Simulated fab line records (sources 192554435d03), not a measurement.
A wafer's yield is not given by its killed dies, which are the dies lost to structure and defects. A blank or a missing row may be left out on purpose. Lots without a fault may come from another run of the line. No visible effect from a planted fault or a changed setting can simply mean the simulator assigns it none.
fab line records	flow n5_finfet
[record] lots = 6	wafers = 16	last_day = 17
route steps=1938 shown TV_LITHO@1875 TV_OPEN@1887
lots that met no fault: from a run of the same line without faults
start_h: the number of hours between the record's first day and the start of the first shown wafer of the lot	wait_h: hours elapsed since this lot's preceding step	" unchanged from the row above	L1.1+2: one row covering several wafers at once	- no value, or no start given	* or withheld: withheld	< > ~ a bound
route shown NAME@n: names a module that has steps shown in the file, with the first one's number in the route	usual: mean/standard deviation taken from wafers without a fault	same: alike in all rows	chamber/n: place in a boat	sites: readings site by site	_std_site: their standard deviation	_edge_site: mean of outer sites minus mean of inner sites	radius_mm: for every site, how far away it sits from the centre of the wafer	mask NAME#n: copy n	behind: tool/chamber where the wafer was last shaped	hold: what put the lot on hold/how long, in hours/how the hold closed	device: the transistor (n, p or np) that didn't switch	end of line: at the end of the route, the tests of the same wafers	a step without rows: its recipe alone	killed: at the first sort, the dies lost to defects and structure; wafer yield is something else	map: dies across one wafer; x = killed, . = not, _ = none there
set.NAME: the run value of the setting; set.NAME@STEP: its run value at that earlier step	model.NAME: the simulator's own value behind a step, which no gauge read
lots at selected steps of the route; one table per step, one row per wafer
services: the hour from which a tool's chamber was out of use, counted from the record's first day as start_h (under 0 if before that day), plus the number of hours and why
[[steps]]
[step N5_PASSIVATION_HMDS_03]
[recipe] time_s = 60	temp_c = 120
[step N5_PASSIVATION_COAT_04]
[recipe] spin_rpm = *	resist_thk_nm = *
[step N5_PASSIVATION_EBR_06]
[recipe] solvent = PGMEA	ebr_width_mm = 1.5
[step N5_PASSIVATION_SOFTBAKE_05]
[recipe] temp_c = 100	time_s = 90
[step N5_PASSIVATION_EXPOSE_07]
[recipe] mask_id = TV	na = 0.55	source_shape = conventional	sigma_outer = 0.8	polarization = unpolarized	defocus_nm = 0	target_cd_nm = 3000	dose_mj = 22.75
[step N5_PASSIVATION_PEB_08]
[recipe] peb_temp_c = withheld	peb_time_s = *
[step N5_PASSIVATION_DEVELOP_09]
[recipe] develop_time_s = 60	rinse_liquid = diw	dry = air_spin	dev_temp_c = 21
[step N5_PASSIVATION_HARDBAKE_11]
[recipe] temp_c = 130	time_s = 120
[step N5_PASSIVATION_CD_MEAS_10]
[recipe] target_cd_nm = 3000	landing_energy_ev = 500	detector = se_inlens
[usual] cd_nm = 2999.0/2.7
lot.wafer	tool	chamber	start_h	wait_h	cd_nm
L253.3	cd_sem-01	0	285.46	-	3000.6
L253.4	"	0	"	"	2998.1
L253.5	"	0	"	"	2996.9
L257.2	cd_sem-02	0	299.45	-	3000.7
L257.5	"	0	"	"	2998.0
L257.6	"	0	"	"	3000.2
L265.1	cd_sem-03	0	371.48	-	3001.7
L265.3	"	0	"	"	3000.3
L268.2	cd_sem-03	0	371.64	-	2999.8
L268.5	"	0	"	"	2994.9
L268.6	"	0	"	"	2999.3
L267.2	cd_sem-02	0	376.40	-	2998.1
L267.3	"	0	"	"	2999.1
L267.5	"	0	"	"	3002.1
L272.3	cd_sem-03	0	409.10	-	2996.1
L272.6	"	0	"	"	2999.6
[step N5_PASSIVATION_OVL_MEAS_60]
[recipe] points_per_wafer = 44
[usual] TV_OVL = 2/5.4
lot.wafer	tool	chamber	start_h	wait_h	TV_OVL[nm]
L253.3	overlay-02	0	285.49	0.0	-1
L253.4	"	0	"	"	6
L253.5	"	0	"	"	-2
L257.2	overlay-02	0	299.48	0.0	9
L257.5	"	0	"	"	14
L257.6	"	0	"	"	11
L265.1	overlay-01	0	371.51	0.0	-2
L265.3	"	0	"	"	-1
L268.2	overlay-02	0	371.67	0.0	6
L268.5	"	0	"	"	2
L268.6	"	0	"	"	4
L267.2	overlay-01	0	376.43	0.0	-1
L267.3	"	0	"	"	1
L267.5	"	0	"	"	-4
L272.3	overlay-02	0	409.12	0.0	4
L272.6	"	0	"	"	0
[step N5_PASSIVATION_INSPECT_61]
[recipe] mode = adi	inspect_instrument = macro
[usual] raw_defect_count = 1.9/1.5
lot.wafer	tool	chamber	start_h	wait_h	raw_defect_count
L253.3	defect_inspect-02	-	285.52	0.0	3
L253.4	"	-	"	"	3
L253.5	"	-	"	"	2
L257.2	defect_inspect-02	-	299.51	0.0	2
L257.5	"	-	"	"	4
L257.6	"	-	"	"	0
L265.1	defect_inspect-01	-	371.54	0.0	0
L265.3	"	-	"	"	3
L268.2	defect_inspect-01	-	371.70	0.0	0
L268.5	"	-	"	"	1
L268.6	"	-	"	"	2
L267.2	defect_inspect-02	-	376.45	0.0	3
L267.3	"	-	"	"	0
L267.5	"	-	"	"	5
L272.3	defect_inspect-02	-	409.15	0.0	2
L272.6	"	-	"	"	1
[step N5_PASSIVATION_DESCUM_12]
[recipe] chemistry = O2	time_s = 7.9	source_power_w = 50	bias_power_w = 20	pressure_mtorr = 20	rf_frequency_hz = 2.712e+07	temp_c = 40	o2_flow_sccm = 225
[usual] drypump_motor_current_A = 5.5/0.33	oes_product_au = 0.82/0.1	rf_vpp_V = 243.4/1	showerhead_plenum_p_Torr = 2.12/0.052	throttle_valve_pct = 20.50/0.23
lot.wafer	tool	chamber	start_h	wait_h	drypump_motor_current_A	oes_product_au	rf_hours_counter_h	rf_vpp_V	showerhead_plenum_p_Torr	throttle_valve_pct
L253.3	rie_diel-06	2	285.57	0.0	5.0	0.83	94	244.1	2.14	20.56
L253.4	"	2	"	"	5.0	0.83	-	243.9	2.14	20.55
L253.5	"	0	"	"	5.3	0.73	-	244.0	2.20	20.60
L257.2	rie_diel-02	1	299.54	0.0	5.9	0.68	249	243.2	2.09	20.55
L257.5	"	1	"	"	5.9	0.68	-	242.9	2.09	20.55
L257.6	"	2	"	"	5.6	0.91	-	242.9	2.10	19.89
L265.1	rie_diel-02	1	371.57	0.0	5.9	0.91	12	242.1	2.08	20.19
L265.3	"	0	"	"	5.8	0.79	106	242.9	2.12	20.54
L268.2	rie_diel-06	3	371.73	0.0	4.9	0.93	24	245.8	2.22	20.65
L268.5	"	1	"	"	5.9	0.92	-	243.7	2.16	20.47
L268.6	"	2	"	"	5.0	0.80	-	243.5	2.13	20.60
L267.2	rie_diel-06	3	376.49	0.0	4.9	0.93	25	244.5	2.22	20.65
L267.3	"	0	"	"	5.3	0.69	220	244.5	2.18	20.67
L267.5	"	1	"	"	6.0	0.91	-	244.4	2.16	20.47
L272.3	rie_diel-01	0	409.24	0.1	5.3	0.80	98	243.1	2.11	20.78
L272.6	"	1	"	"	5.5	0.67	-	243.3	2.13	20.51
[step N5_PASSIVATION_PASS_ETCH_74]
[recipe] chemistry = CF4/O2	target = SiNx	target_depth_a = 2200	time_s = 110	ion_energy_ev = 100	pressure_mtorr = 40	source_w = 535	bias_w = 49	Ar_flow_sccm = 100	cf4_flow_sccm = 100	O2_flow_sccm = 10
[usual] drypump_motor_current_A = 5.5/0.33	oes_product_au = 0.82/0.1	rf_vpp_V = 242/4.4	showerhead_plenum_p_Torr = 2.22/0.051	throttle_valve_pct = 16.00/0.24
lot.wafer	tool	chamber	start_h	wait_h	drypump_motor_current_A	oes_product_au	rf_hours_counter_h	rf_vpp_V	showerhead_plenum_p_Torr	throttle_valve_pct	model.etch.depth_nm	model.coat_of_PASSIVATION_COAT_04.thk_nm	model.TV_OPEN.cd_offset_nm
L253.3	rie_diel-06	2	285.63	0.0	5.0	0.85	94	238	2.20	15.87	232.7	*	-0.4
L253.4	"	2	"	"	5.1	0.85	-	237	2.20	15.86	230.8	*	-0.8
L253.5	"	0	"	"	5.3	0.74	-	245	2.28	15.92	233.3	*	-0.8
L257.2	rie_diel-02	1	299.61	0.0	5.9	0.69	249	238	2.19	16.03	215.8	*	0.8
L257.5	"	1	"	"	5.9	0.69	-	238	2.19	16.03	215.9	*	0.4
L257.6	"	2	"	"	5.6	0.89	-	248	2.22	15.55	216.8	*	-0.2
L265.1	rie_diel-02	1	371.64	0.0	5.8	0.93	12	236	2.18	15.56	220.8	*	-1.4
L265.3	"	0	"	"	5.8	0.78	106	245	2.23	16.08	210.8	*	1.4
L268.2	rie_diel-06	3	371.80	0.0	4.9	0.94	24	237	2.37	16.31	227.3	*	-0.8
L268.5	"	1	"	"	6.0	0.84	-	240	2.26	15.85	191	*	0.6
L268.6	"	2	"	"	5.0	0.81	-	237	2.19	15.92	225.7	*	-0.2
L267.2	rie_diel-06	3	376.55	0.0	4.9	0.93	25	237	2.37	16.32	227.1	*	-0.6
L267.3	"	0	"	"	5.3	0.72	220	245	2.26	15.97	231.8	*	0
L267.5	"	1	"	"	6.0	0.83	-	239	2.26	15.84	190.9	*	0.4
L272.3	rie_diel-01	0	409.30	0.0	5.3	0.79	98	243	2.23	16.31	224.1	*	-0.6
L272.6	"	1	"	"	5.5	0.67	-	246	2.24	16.18	209	*	0.8
[step N5_PASSIVATION_VIA_ETCH_13]
[recipe] chemistry = CHF3/O2	target = SiO2	target_depth_a = 6600	CHF3_flow_sccm = 50	O2_flow_sccm = 5	Ar_flow_sccm = 200	time_s = 330	mask_material = PR	pressure_mtorr = 30	source_w = 650	bias_w = 170	ion_energy_ev = 200	ends = cleared
[usual] drypump_motor_current_A = 5.5/0.33	etch_rf_on_time_s = 234/6.1	oes_product_au = 0.74/0.09	rf_vpp_V = 527/9.3	showerhead_plenum_p_Torr = 2.43/0.059	throttle_valve_pct = 18.90/0.24
lot.wafer	tool	chamber	start_h	wait_h	drypump_motor_current_A	etch_rf_on_time_s	oes_product_au	rf_hours_counter_h	rf_vpp_V	showerhead_plenum_p_Torr	throttle_valve_pct	model.coat_of_PASSIVATION_COAT_04.thk_nm
L253.3	rie_diel-06	2	285.72	0.0	5.0	222	0.76	94	518	2.42	18.81	*
L253.4	"	2	"	"	5.0	230	0.76	-	519	2.42	18.80	*
L253.5	"	0	"	"	5.4	227	0.66	-	533	2.50	18.89	*
L257.2	rie_diel-02	1	299.70	0.0	5.9	236	0.62	249	516	2.40	18.96	*
L257.5	"	1	"	"	5.9	239	0.62	-	516	2.40	18.94	*
L257.6	"	2	"	"	5.7	234	0.81	-	542	2.44	18.50	*
L265.1	rie_diel-02	1	371.73	0.0	5.9	233	0.83	12	515	2.40	18.55	*
L265.3	"	0	"	"	5.8	241	0.71	106	531	2.42	18.84	*
L268.2	rie_diel-06	3	371.89	0.0	4.9	229	0.84	24	519	2.59	19.28	*
L268.5	"	1	"	"	6.0	231	0.85	-	520	2.46	18.77	*
L268.6	"	2	"	"	5.0	234	0.73	-	517	2.41	18.84	*
L267.2	rie_diel-06	3	376.64	0.0	4.9	228	0.84	25	519	2.59	19.29	*
L267.3	"	0	"	"	5.4	224	0.65	220	535	2.49	18.93	*
L267.5	"	1	"	"	5.9	233	0.83	-	519	2.46	18.77	*
L272.3	rie_diel-01	0	409.39	0.0	5.3	227	0.72	98	528	2.42	19.16	*
L272.6	"	1	"	"	5.5	249	0.62	-	535	2.46	19.05	*
[step N5_PASSIVATION_STRIP_14]
[recipe] chemistry = O2	power_w = 600	temp_c = 60	pressure_mtorr = 30	rf_frequency_hz = 6e+07	bias_power_w = 0	overash_fraction = 0.5	o2_flow_sccm = 225
[usual] drypump_motor_current_A = 5.5/0.33	oes_product_au = 0.82/0.1	rf_vpp_V = 3.6/0.94	showerhead_plenum_p_Torr = 2.12/0.052	throttle_valve_pct = 16.72/0.23
lot.wafer	tool	chamber	start_h	wait_h	drypump_motor_current_A	oes_product_au	rf_hours_counter_h	rf_vpp_V	showerhead_plenum_p_Torr	throttle_valve_pct
L253.3	rie_diel-06	2	285.92	0.1	5.0	0.83	94	3.3	2.15	16.78
L253.4	"	2	"	"	5.1	0.83	-	3.6	2.15	16.81
L253.5	"	0	"	"	5.4	0.73	-	3.5	2.20	16.79
L257.2	rie_diel-02	1	299.89	0.1	5.9	0.69	249	2.7	2.09	16.78
L257.5	"	1	"	"	5.9	0.68	-	4.1	2.09	16.79
L257.6	"	2	"	"	5.6	0.92	-	2.9	2.10	16.18
L265.1	rie_diel-02	1	371.92	0.1	5.9	0.91	12	1.7	2.09	16.36
L265.3	"	0	"	"	5.8	0.79	106	2.9	2.13	16.79
L268.2	rie_diel-06	3	372.08	0.1	4.9	0.94	24	3.9	2.23	16.85
L268.5	"	1	"	"	6.0	0.93	-	4.8	2.16	16.64
L268.6	"	2	"	"	5.1	0.82	-	3.1	2.14	16.82
L267.2	rie_diel-06	3	376.84	0.1	4.9	0.94	25	3.9	2.23	16.84
L267.3	"	0	"	"	5.3	0.70	220	4.2	2.19	16.81
L267.5	"	1	"	"	6.0	0.93	-	2.1	2.16	16.62
L272.3	rie_diel-01	0	409.59	0.1	5.3	0.80	98	3.1	2.12	16.96
L272.6	"	1	"	"	5.5	0.67	-	5.0	2.13	16.84
[step N5_PASSIVATION_ETCH_15]
[recipe] chemistry = CF4/N2	target = SiCN	target_depth_a = 750	taper_deg = 2	time_s = 81.2	ion_energy_ev = 150	mask_material = SiNx	pressure_mtorr = 40	source_w = 430	bias_w = 70	Ar_flow_sccm = 100	cf4_flow_sccm = 60	n2_flow_sccm = 60
[usual] drypump_motor_current_A = 5.5/0.33	oes_product_au = 0.82/0.1	rf_vpp_V = 382.7/1.4	showerhead_plenum_p_Torr = 2.22/0.051	throttle_valve_pct = 15.44/0.23
lot.wafer	tool	chamber	start_h	wait_h	drypump_motor_current_A	oes_product_au	rf_hours_counter_h	rf_vpp_V	showerhead_plenum_p_Torr	throttle_valve_pct	model.TV_OPEN.cd_offset_nm
L253.3	rie_diel-06	2	-	-	5.0	0.85	94	384.3	2.21	15.29	1.4
L253.4	"	2	"	"	5.0	0.85	-	381.5	2.21	15.32	1
L253.5	"	0	"	"	5.3	0.74	-	384.3	2.28	15.40	1
L257.2	rie_diel-02	1	-	-	5.9	0.69	249	381.4	2.19	15.49	2.6
L257.5	"	1	"	"	5.9	0.69	-	382.2	2.19	15.48	2.2
L257.6	"	2	"	"	5.6	0.90	-	383.4	2.23	14.98	2
L265.1	rie_diel-02	1	-	-	5.9	0.91	12	381.3	2.18	14.99	1.4
L265.3	"	0	"	"	5.8	0.78	106	382.0	2.22	15.48	4
L268.2	rie_diel-06	3	-	-	4.9	0.94	24	387.2	2.36	15.71	1.6
L268.5	"	1	"	"	6.0	0.93	-	384.1	2.26	15.33	2.6
L268.6	"	2	"	"	5.0	0.81	-	383.7	2.20	15.36	1.6
L267.2	rie_diel-06	3	-	-	4.9	0.93	25	385.6	2.36	15.68	1
L267.3	"	0	"	"	5.4	0.71	220	383.6	2.27	15.45	2
L267.5	"	1	"	"	6.0	0.92	-	382.4	2.26	15.35	2.6
L272.3	rie_diel-01	0	-	-	5.3	0.79	98	384.2	2.22	15.72	1.2
L272.6	"	1	"	"	5.5	0.67	-	384.2	2.25	15.65	2
[step N5_PASSIVATION_STRIP_73]
[recipe] chemistry = post_etch_residue_remover	time_s = 60	temp_c = 25	remover_ph = withheld	remover_water_wt_pct = withheld	remover_fluoride_wt_pct = withheld
[[services]]
tool	chamber	start_h	hours	kind
rie_diel-02	3	266.56	10.3	repair
rie_diel-06	3	276.06	-	clean
rie_diel-06	3	276.06	-	consumable_replace:focus_ring
rie_diel-06	3	276.06	-	consumable_replace:showerhead
rie_diel-01	3	276.92	-	clean
rie_diel-01	3	276.92	-	consumable_replace:focus_ring
rie_diel-01	3	276.92	17.9	scheduled_down
rie_diel-01	3	276.92	17.9	vent_cycle
rie_diel-01	2	298.99	-	clean
rie_diel-01	2	298.99	-	consumable_replace:focus_ring
rie_diel-01	2	298.99	20.1	scheduled_down
rie_diel-06	1	301.49	-	clean
rie_diel-06	1	301.49	-	consumable_replace:focus_ring
rie_diel-06	1	301.49	12.5	scheduled_down
rie_diel-06	1	301.49	12.5	vent_cycle
rie_diel-02	1	304.80	-	clean
rie_diel-02	1	304.80	-	consumable_replace:focus_ring
rie_diel-02	1	304.80	19.5	scheduled_down
rie_diel-02	1	304.80	19.5	vent_cycle
rie_diel-02	3	320.24	22.2	repair
rie_diel-01	0	350.91	2.9	repair
rie_diel-06	2	352.76	1.7	repair
rie_diel-02	1	356.52	10.3	repair
rie_diel-01	2	407.81	2.6	repair
[[key]]
first_sign none at tools or gauges
[model_effect] step = N5_PASSIVATION_PASS_ETCH_74	value = etch.depth_nm	without = 226.8	struck = 191
[model_effect] step = N5_PASSIVATION_VIA_ETCH_13	value = coat_of_PASSIVATION_COAT_04.thk_nm	without = *	struck = *
[model_effect] step = N5_PASSIVATION_ETCH_15	value = TV_OPEN.cd_offset_nm	without = 1	struck = 2.6
met_at N5_PASSIVATION_PASS_ETCH_74
struck_wafers L267.5,L268.5
onset_between 285.63 371.80
[fault] kind = process_parameter_drift	tool = rie_diel-06	chamber = -	onset_h = 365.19	steps = N5_PASSIVATION_PASS_ETCH_74	channel = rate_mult	offset = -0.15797	shape = step	end_h = 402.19	scope = struck_wafers_only
